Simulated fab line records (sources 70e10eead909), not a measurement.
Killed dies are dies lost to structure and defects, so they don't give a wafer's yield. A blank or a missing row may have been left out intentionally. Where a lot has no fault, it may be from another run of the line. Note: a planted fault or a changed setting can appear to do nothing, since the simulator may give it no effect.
Matching of chambers :: flow nand harc :: NHARC_P_STI_CMP_21 on cmp-04: 4 sister chambers
The step polishes, t overpolish 20 s, target thk 380.67 nm. 4 wafers are shown with their chamber, then 9 later ones without.

== EACH WAFER AND ITS CHAMBER ==
wafer: L087.2
chamber: 3
motor current A (A): 14.2

wafer: L089.2
chamber: 2
motor current A (A): 12.8

wafer: L089.3
chamber: 1
motor current A (A): 12.9

wafer: L089.6
chamber: 0
motor current A (A): 12.9

== WAFERS WHOSE CHAMBER IS MISSING ==
wafer: L090.1
motor current A (A): 12.6

wafer: L090.2
motor current A (A): 12.1

wafer: L090.3
motor current A (A): 13.1

wafer: L095.1
motor current A (A): 13.1

wafer: L095.2
motor current A (A): 13.8

wafer: L095.3
motor current A (A): 14.0

wafer: L096.1
motor current A (A): 13.2

wafer: L096.3
motor current A (A): 12.9

wafer: L096.4
motor current A (A): 11.9

== EACH ONE'S CHAMBER ==
wafer: L090.1
from the rows above: can't be placed: 2 or 0 or 1
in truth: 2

wafer: L090.2
from the rows above: can't be placed: 2 or 0 or 1
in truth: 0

wafer: L090.3
from the rows above: can't be placed: 0 or 1 or 2
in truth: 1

wafer: L095.1
from the rows above: can't be placed: 0 or 1 or 2
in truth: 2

wafer: L095.2
from the rows above: can't be placed: 3 or 0 or 1 or 2
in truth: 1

wafer: L095.3
from the rows above: 3
in truth: 3

wafer: L096.1
from the rows above: can't be placed: 0 or 1 or 2 or 3
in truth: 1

wafer: L096.3
from the rows above: can't be placed: 0 or 1 or 2
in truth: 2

wafer: L096.4
from the rows above: can't be placed: 2 or 0 or 1
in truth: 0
1 of 9 placed correctly. Can't be placed from these rows: 8 (the true chamber is among the candidates in 8). Number placed wrongly: 0.
How it was worked out, from the rows above alone: a wafer's distance from a chamber is the root of the sum, over the readings, of the square of ((its reading less the chamber's mean) divided by the reading's scatter). The wafer belongs to the nearest chamber; if the next one is less than 2 further off, it can't be placed. Each chamber's mean is taken over the wafers shown for it. The scatter: with one shown wafer a chamber, the root of the mean of the squares of how far each hidden wafer lies from its nearest shown one.
